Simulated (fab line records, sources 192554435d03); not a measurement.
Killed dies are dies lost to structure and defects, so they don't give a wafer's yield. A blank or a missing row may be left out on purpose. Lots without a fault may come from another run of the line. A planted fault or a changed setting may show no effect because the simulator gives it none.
fab line records | flow n5_finfet
record lots=4 wafers=11 last_day=15
route steps=1938 shown HKMG_FIN@425 GATE_CUT@465 PASSIVATION@1936
lots that met no fault: from a run of the same line without faults
start_h: hours from the record's first day to the start of the lot's first wafer shown | wait_h: hours since the lot's step before | " the same as in the row above | L1.1+2: a row that stands for several wafers | - no value, or no start given | * or withheld: withheld | < > ~ a bound
route shown NAME@n: a module of which the file shows steps, and the number in the route of the first | usual: mean/standard deviation of fault-free wafers | same: alike in all rows | chamber/n: place in a boat | sites: the reading at each site | _std_site: their standard deviation | _edge_site: outer sites' mean less inner sites' | radius_mm: how far each site lies from the wafer's centre | mask NAME#n: copy n | behind: the tool/chamber that last shaped the wafer | hold: why the lot was held/for how many hours/how that ended | device: the transistor (n, p or np) that didn't switch | end of line: the same wafers' tests at the end of the route | a step without rows: its recipe alone | killed: dies lost to structure and defects at the first sort, not the wafer's yield | map: a wafer's dies, x killed, . not, _ none there
set.NAME: the setting as run; set.NAME@STEP: as run at that earlier step | model.NAME: the simulator's own value behind a step, which no gauge read
lots at some steps of the route; a table a step, a row a wafer
services: from which hour (start_h, from the record's first day; less than 0 if before it) a tool's chamber was out of use, for how many hours, and why
## steps
# step N5_HKMG_FIN_EBR_08
# recipe solvent=PGMEA ebr_width_mm=1.5
# step N5_HKMG_FIN_SOFTBAKE_07
# recipe temp_c=110 time_s=60 resist=CAR-ArF
# step N5_HKMG_FIN_EXPOSE_09
# recipe mask_id=NWFM na=1.35 source_shape=conventional sigma_outer=0.8 polarization=unpolarized target_cd_nm=98 dose_mj=39.25
# step N5_HKMG_FIN_PEB_10
# recipe peb_temp_c=withheld peb_time_s=60 resist=CAR-ArF
# step N5_HKMG_FIN_DEVELOP_11
# recipe develop_time_s=30 developer=TMAH resist=CAR-ArF dev_temp_c=23 rinse_liquid=diw dry=air_spin
# step N5_HKMG_FIN_DESCUM_17
# recipe chemistry=O2 time_s=7.9 source_power_w=50 bias_power_w=20 pressure_mtorr=20 rf_frequency_hz=2.712e+07 temp_c=40 resist=CAR-ArF o2_flow_sccm=225
# step N5_HKMG_FIN_ETCH_31
# recipe chemistry=CF4 target=SiARC target_depth_a=455 mask_material=CAR-ArF time_s=75.8 ion_energy_ev=80 pressure_mtorr=40 source_w=545 bias_w=36 Ar_flow_sccm=100 cf4_flow_sccm=100 ends=cleared
# step N5_HKMG_FIN_ETCH_32
# recipe chemistry=N2/H2 target=SOC target_depth_a=2400 temp_c=40 time_s=300 ion_energy_ev=200 mask_material=SiARC pressure_mtorr=30 source_w=840 bias_w=150 n2_flow_sccm=200 h2_flow_sccm=200
# step N5_HKMG_FIN_STRIP_33
# recipe chemistry=N2/H2 temp_c=40 n2_flow_sccm=200 h2_flow_sccm=200 rf_frequency_hz=6e+07
# step N5_HKMG_FIN_STRIP_34
# recipe chemistry=CF4 resist=SiARC power_w=300 bias_power_w=75 pressure_mtorr=50 cf4_flow_sccm=150 rf_frequency_hz=6e+07
# usual bias_power_w=75.02/0.21 drypump_motor_current_A=5.7/0.4 oes_product_au=0.83/0.074 rf_vpp_V=272.0/1.5 showerhead_plenum_p_Torr=1.83/0.056 throttle_valve_pct=13.42/0.25
# columns lot.wafer tool chamber start_h wait_h bias_power_w drypump_motor_current_A oes_product_au rf_hours_counter_h rf_vpp_V showerhead_plenum_p_Torr throttle_valve_pct
L245.3 rie_diel-06 0 100.92 0.0 75.15 6.2 0.89 24 273.7 1.89 12.97
L245.4 " 2 " " 74.93 5.1 0.92 - 273.0 1.82 12.98
L245.6 " 1 " " 75.26 6.1 0.80 - 270.9 1.74 13.49
L249.4 rie_diel-03 2 123.10 0.0 75.01 5.5 0.91 18 274.2 1.90 13.58
L249.6 " 1 " " 75.37 5.6 0.97 - 274.6 1.92 13.36
L252.2 rie_diel-03 3 142.81 0.0 75.20 5.6 0.84 41 270.2 1.81 13.23
L252.4 " 0 " " 75.06 6.1 0.83 85 271.1 1.80 13.73
L252.5 " 0 " " 75.09 6.1 0.83 - 271.6 1.80 13.73
L255.2 rie_diel-03 3 162.05 0.0 75.00 5.7 0.83 49 272.6 1.81 13.25
L255.3 " 0 " " 75.33 6.1 0.82 92 270.9 1.80 13.74
L255.4 " 2 " " 75.49 5.5 0.89 32 273.3 1.90 13.60
# step N5_HKMG_FIN_ETCH_35
# recipe chemistry=N2/H2 target=SOC target_depth_a=2158 ion_energy_ev=65 bias_w=5 source_w=3000 time_s=243.4 pressure_mtorr=30 n2_flow_sccm=200 h2_flow_sccm=200
# step N5_HKMG_FIN_STRIP_92
# recipe chemistry=N2/H2 material=SOC time_s=20 power_w=500 temp_c=40 pressure_mtorr=50 rf_frequency_hz=6e+07 bias_power_w=8 h2_frac=0.5 n2_flow_sccm=300 h2_flow_sccm=300
# step N5_HKMG_FIN_WET_ETCH_18
# recipe chemistry=SC1 target=TiN mix=1:1:5 temp_c=* time_s=55 target_depth_nm=5.2 dry=ipa_marangoni rinse_time_s=30 rinse_temp_c=23
# step N5_HKMG_FIN_STRIP_19
# recipe chemistry=N2/H2 power_w=2500 temp_c=300 h2_frac=0.65 time_s=360 pressure_mtorr=withheld n2_flow_sccm=1750 h2_flow_sccm=3250
# step N5_HKMG_FIN_ALD_91
# recipe material=TiN target_thk_a=10 temp_c=400 ald_precursor_family=TiCl4 ald_co_reactant=NH3 pulse_time_s=1 purge_time_s=3 co_reactant_purge_time_s=2 co_reactant_pulse_time_s=2 ald_cycles=47 pressure_torr=3
# step N5_HKMG_FIN_COAT_85
# recipe resist=SOC temp_c=250 time_s=60 spin_rpm=1500 resist_thk_nm=300
# step N5_HKMG_FIN_ETCH_86
# recipe chemistry=N2/H2 target=SOC target_depth_a=3932 stop_on=TiN ion_energy_ev=100 bias_w=61 pressure_mtorr=30 source_w=850 n2_flow_sccm=200 h2_flow_sccm=200
# step N5_HKMG_FIN_STRIP_89
# recipe chemistry=N2/H2 material=SOC time_s=20 power_w=500 temp_c=40 pressure_mtorr=50 rf_frequency_hz=6e+07 bias_power_w=8 h2_frac=0.5 n2_flow_sccm=300 h2_flow_sccm=300
# step N5_HKMG_FIN_WET_ETCH_87
# recipe chemistry=SC1 target=TiN mix=1:2:40 temp_c=50 time_s=154.2 target_depth_nm=4.7 dry=ipa_marangoni rinse_time_s=30 rinse_temp_c=23
# step N5_HKMG_FIN_STRIP_88
# recipe chemistry=N2/H2 power_w=2500 temp_c=300 h2_frac=0.65 time_s=360 pressure_mtorr=withheld n2_flow_sccm=1750 h2_flow_sccm=3250
# step N5_HKMG_FIN_NWFM_ALD_20
# recipe material=TiAlC target_thk_a=20 temp_c=300 ald_precursor_family=TiCl4 ald_co_reactant=TEA pulse_time_s=3 purge_time_s=2 co_reactant_purge_time_s=2 co_reactant_pulse_time_s=10 ald_cycles=7 pressure_torr=3
# step N5_HKMG_FIN_ALD_71
# recipe material=TiN target_thk_a=10 temp_c=400 ald_precursor_family=TiCl4 ald_co_reactant=NH3 pulse_time_s=1 purge_time_s=3 co_reactant_purge_time_s=2 co_reactant_pulse_time_s=2 ald_cycles=47 pressure_torr=3
# step N5_HKMG_FIN_COAT_66
# recipe resist=SOC temp_c=250 time_s=60 spin_rpm=1500 resist_thk_nm=300
# step N5_HKMG_FIN_ETCH_67
# recipe chemistry=N2/H2 target=SOC target_depth_a=3889 stop_on=TiN ion_energy_ev=100 bias_w=61 pressure_mtorr=30 source_w=850 n2_flow_sccm=200 h2_flow_sccm=200
# step N5_HKMG_FIN_STRIP_90
# recipe chemistry=N2/H2 material=SOC time_s=20 power_w=500 temp_c=40 pressure_mtorr=50 rf_frequency_hz=6e+07 bias_power_w=8 h2_frac=0.5 n2_flow_sccm=300 h2_flow_sccm=300
# step N5_HKMG_FIN_WET_ETCH_73
# recipe chemistry=SC1 mix=1:2:40 temp_c=50 time_s=42.3 target_depth_nm=1.3 dry=ipa_marangoni rinse_time_s=30 rinse_temp_c=23
# step N5_HKMG_FIN_ETCHBACK_68
# recipe chemistry=Cl2/Ar stop_on=HfO2 target_depth_a=5 pressure_mtorr=10 icp_w=600 bias_w=60 Cl2_flow_sccm=40 Ar_flow_sccm=60
# step N5_HKMG_FIN_STRIP_69
# recipe chemistry=N2/H2 power_w=2500 temp_c=300 h2_frac=0.65 time_s=360 pressure_mtorr=withheld n2_flow_sccm=1750 h2_flow_sccm=3250
# step N5_HKMG_FIN_ALD_21
# recipe material=TiN target_thk_a=15 temp_c=400 ald_precursor_family=TiCl4 ald_co_reactant=NH3 pulse_time_s=1 purge_time_s=3 co_reactant_purge_time_s=2 co_reactant_pulse_time_s=2 ald_cycles=68 pressure_torr=3
# step N5_HKMG_FIN_ALD_72
# recipe material=W target_thk_a=20 temp_c=300 pressure_torr=7.5 ald_precursor_family=WF6 ald_co_reactant=B2H6 pulse_time_s=1 purge_time_s=2 co_reactant_purge_time_s=2 co_reactant_pulse_time_s=3 ald_cycles=7
# step N5_HKMG_FIN_W_FILL_22
# recipe material=W target_thk_a=600 temp_c=400 pressure_torr=39.4 time_s=18.2
# step N5_HKMG_FIN_PRECLEAN_83
# recipe chemistry=DIW time_s=57.5 temp_c=23
# step N5_HKMG_FIN_SRD_84
# recipe dry_time_s=32 dry=n2_spin spin_rpm=1500
# step N5_HKMG_FIN_CMP_23
# recipe stop_on=SiNx t_overpolish_s=10 post_cmp_clean=rinse_only down_force_psi=4 platen_rpm=50.289 pad_velocity_m_s=1.0006 target_thk_nm=46.326
# step N5_HKMG_FIN_CMP_94
# recipe stop_on=SiNx post_cmp_clean=w_dilute_nh4oh t_overpolish_s=4.7 down_force_psi=4 platen_rpm=50.289 pad_velocity_m_s=1.0006 target_thk_nm=43.299
# step N5_GATE_CUT_ETCHBACK_00
# recipe chemistry=SF6/Cl2 target=W pressure_mtorr=8 icp_w=900 bias_w=80 SF6_flow_sccm=40 Cl2_flow_sccm=60
# step N5_GATE_CUT_ETCH_56
# recipe chemistry=Cl2/Ar target=TiN target_depth_a=216 pressure_mtorr=10 icp_w=600 bias_w=60 Cl2_flow_sccm=40 Ar_flow_sccm=60
# step N5_PASSIVATION_PROBE_49
# usual defect_limited_yield=91.2/1.5 killed_at_M0_to_M3=36/10 killed_at_M4_up=13/6 killed_at_contacts=11/5.2 killed_at_front_end=40/11 killed_at_other=3.1/2.9 killed_dies=104/17 killed_on_rim=14/3.6 killed_open=66/12 killed_short=34/7.7 sort_bin_5_function=5.1/0.91 sort_bin_6_memory=3.2/0.67 sort_bin_8_speed=0.00/0.0074 sort_n_pass=1076/17 sort_yield_pct=91.2/1.5
# same gross_dies=1180 killed_at_back_side=0 sort_bin_4_leakage[%]=0
# columns lot.wafer tool chamber start_h wait_h defect_limited_yield[%] killed_at_M0_to_M3 killed_at_M4_up killed_at_contacts killed_at_front_end killed_at_other killed_dies killed_on_rim killed_open killed_short sort_bin_5_function[%] sort_bin_6_memory[%] sort_bin_8_speed[%] sort_n_pass sort_yield_pct[%]
L245.3 prober-01 - 301.11 0.4 90.7 36 23 19 28 4 110 11 73 31 5.2 3.6 0 1070 90.7
L245.4 prober-01 - 301.16 0.4 91.4 45 17 12 22 6 102 18 68 32 5.3 2.9 0 1078 91.4
L245.6 prober-01 - 301.26 0.5 90.3 33 29 11 28 14 115 16 75 37 5.1 4.2 0 1065 90.3
L252.2 prober-02 - 344.56 0.1 81.9 25 5 17 166 1 214 29 52 26 10.7 3.3 0 966 81.9
L252.4 prober-02 - 344.66 0.2 92.6 36 7 12 32 0 87 9 54 32 4.2 2.9 0 1093 92.6
L252.5 prober-02 - 344.71 0.2 90.0 29 10 21 52 6 118 18 72 33 5.4 3.3 0 1062 90.0
L255.2 prober-02 - 355.53 0.1 82.5 35 6 6 160 0 207 26 52 25 10.3 3.2 0 973 82.5
L255.3 prober-02 - 355.58 0.1 91.0 36 13 12 45 0 106 11 70 30 5.3 3.5 0 1074 91.0
L255.4 prober-02 - 355.63 0.2 91.4 30 12 8 52 0 102 15 64 36 5.7 2.4 0 1078 91.4
# killed by level:class
L245.3 MOL_CONTACT_COAG:geometric_particle:open=16 BEOL_M4:geometric_particle:open=10 BEOL_M2:geometric_particle:open=8 BEOL_M1:geometric_particle:open=5 GATE_CUT:geometric_particle:short=4 BEOL_M0_SAQP:geometric_particle:open=4 BEOL_M0:geometric_particle:open=4 BEOL_M2:geometric_particle:short=4
L245.4 BEOL_M1:geometric_particle:open=11 MOL_CONTACT_COAG:geometric_particle:open=10 BEOL_M0_SAQP:geometric_particle:open=10 BEOL_M0_SAQP:geometric_particle:short=8 BEOL_M4:geometric_particle:open=7 STI_FIN_REVEAL:geometric_particle:open=5 BEOL_M3:geometric_particle:open=5 FIN_SAQP:geometric_particle:short=4
L245.6 BEOL_M4:geometric_particle:open=13 MOL_CONTACT_COAG:geometric_particle:open=10 STI_FIN_REVEAL:geometric_particle:open=7 GATE_CUT:geometric_particle:short=7 BEOL_M1:geometric_particle:open=7 BEOL_M2:geometric_particle:open=6 PASS1_CAP:geometric_particle:open=5 BEOL_M0:geometric_particle:open=5
L252.2 HKMG_FIN:unspecified=125 STI_FIN_REVEAL:geometric_particle:open=14 MOL_CONTACT_COAG:geometric_particle:open=11 HKMG_FIN:area_etch=9 BEOL_M0_SAQP:geometric_particle:open=8 MOL_CONTACT_COAG:geometric_particle:short=6 BEOL_M0_SAQP:geometric_particle:short=6 BEOL_M2:geometric_particle:open=5
L252.4 MOL_CONTACT_COAG:geometric_particle:open=10 FIN_SAQP:geometric_particle:short=9 BEOL_M1:geometric_particle:open=9 BEOL_M2:geometric_particle:open=9 FIN_SAQP:geometric_particle:open=5 BEOL_M0_SAQP:geometric_particle:short=5 BEOL_M0_SAQP:geometric_particle:open=4 STI_FIN_REVEAL:geometric_particle:open=3
L252.5 MOL_CONTACT_COAG:geometric_particle:open=19 HKMG_FIN:area_etch=11 BEOL_M1:geometric_particle:open=8 FIN_SAQP:geometric_particle:short=7 DUMMY_GATE:geometric_particle:open=6 GATE_CUT:geometric_particle:short=6 GATE_CUT:geometric_particle:open=5 BEOL_M0_SAQP:geometric_particle:open=5
L255.2 HKMG_FIN:unspecified=124 BEOL_M0_SAQP:geometric_particle:open=11 BEOL_M2:geometric_particle:open=9 FIN_SAQP:geometric_particle:open=8 STI_FIN_REVEAL:geometric_particle:open=5 STARTING-WAFER:geometric_particle:open=5 FIN_SAQP:geometric_particle:short=4 MOL_CONTACT_COAG:geometric_particle:open=4
L255.3 STI_FIN_REVEAL:geometric_particle:open=11 BEOL_M3:geometric_particle:open=10 FIN_SAQP:geometric_particle:open=9 MOL_CONTACT_COAG:geometric_particle:open=8 BEOL_M0_SAQP:geometric_particle:open=6 BEOL_M0_SAQP:geometric_particle:short=6 DUMMY_GATE:geometric_particle:open=5 BEOL_M1:geometric_particle:open=5
L255.4 DUMMY_GATE:geometric_particle:open=12 FIN_SAQP:geometric_particle:open=10 STI_FIN_REVEAL:geometric_particle:open=9 BEOL_M0_SAQP:geometric_particle:short=8 FIN_SAQP:geometric_particle:short=7 BEOL_M0_SAQP:geometric_particle:open=5 MOL_CONTACT_COAG:geometric_particle:open=4 BEOL_M3:geometric_particle:open=4
# map L252.2 (x killed, . not)
_________________.........x..________________
______________.................._____________
___________.....xx.................__________
__________xxxx...................x.._________
________xxxxxxxxx..x.................._______
_______xxxxxxxxx.....................x.______
______xxxxxxxxxxx..x.x...........x......_____
_____xxxxxxxxxxxxxx...................x..____
____xxxxxxxxxxxxx.....x...x...x...........___
___xxxxxxxxxxxxx..x..................x...x.__
___.xxxxxxxxxxxxxx...xx...x............x...__
__x.xxxxxxxxxxxx.....xx.................x..._
__.xxxxxxxxxxx.xx........................x.x_
_..x.x.xxx.xxxx.......xx................x....
_...x.xxxxx.x..x.........xx.................x
_........x.....................x..x.......x..
_......xx....x...................x.......x...
_.x......x..........................x.x....x.
_x...........................................
_..x........x........x..........x.........x.x
_.......x..................xx................
__...............x...x......................_
__.........x..................x............._
___x...........x.......................x...__
___.............x........................x.__
____..x..x.x...x........x.................___
_____................x...x.........x.....____
______..xx...x..............x......x...._____
_______.....................x..........______
________......................x......._______
__________.......................x.._________
___________......................x.__________
______________.................._____________
_________________..x.x.....x.________________
# map L255.2 (x killed, . not)
_________________..x.....x...________________
______________............xx...._____________
___________..x.....................__________
__________xxx...x..................._________
________xxxx.xxxx.....x..............._______
_______xxxxxxx.x.............x.x.......______
______xxxxxxxxx.xx.xx............x......_____
_____xxxxxxxxxxxx.x......x.......x.......____
____xxxxxxxxxxxxx...x....x................___
___xxxxxxxxxxxxx.x.......x....x.........x..__
___xxxxxxxxxxxxxx......x...................__
__..xxxxxxxxxxxxx....x......................_
__..xxxxxxxxxxxx....x..x..............x....._
_....x.xxxxx.x.x.x......x..............x.....
_...x.x.x..x......x......x....x..............
_....x...........x...........................
_.........x..................................
_.........x......x........xx...x.............
_.............x.......x.x..x.x....x......x.x.
_.x......................x...................
_.....x..............x.x....x...........x..xx
__.xx....x....x...........x.......x........._
__.............x....x...........x..........x_
___....................................x...__
___..........x.............................__
____.........x...............x............___
_____...............x.......x...........x____
______..................x.....x......x.._____
_______.............x...........x......______
________......x.x.....x..............x_______
__________...............x..x..x...._________
___________..xx....................__________
______________.................._____________
_________________............________________
## services
# columns tool chamber start_h hours kind
rie_diel-06 1 86.68 6.4 repair
rie_diel-06 3 86.70 63.1 repair
rie_diel-06 2 88.79 6.8 repair
rie_diel-06 - 92.52 4.2 repair
rie_diel-03 1 96.15 - clean
rie_diel-03 1 96.15 - consumable_replace:focus_ring
rie_diel-03 1 96.15 - consumable_replace:showerhead
rie_diel-03 1 96.15 24.7 scheduled_down
rie_diel-03 1 96.15 24.7 vent_cycle
## key
first_sign step=N5_PASSIVATION_PROBE_49 reading=killed_at_front_end direction=up sigmas=11 usual=40 struck=163
effect step=N5_PASSIVATION_PROBE_49 reading=defect_limited_yield direction=down sigmas=6.2 usual=91.2 struck=82.2
more_kills_born_at N5_HKMG_FIN_STRIP_34@rie_diel-03=249
met_at N5_HKMG_FIN_STRIP_34
struck_wafers L252.2,L255.2
baseline_loss step=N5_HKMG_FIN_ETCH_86 wafers=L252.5
fault kind=chamber_particle_source tool=rie_diel-03 chamber=3 onset_h=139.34 steps=N5_HKMG_FIN_STRIP_34 rate_per_visit_cm2=1.44 end_h=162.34
# baseline_loss: these wafers lose ten dies or more at that step, a loss of the line's own and not of a fault; the sort's usual values leave them out
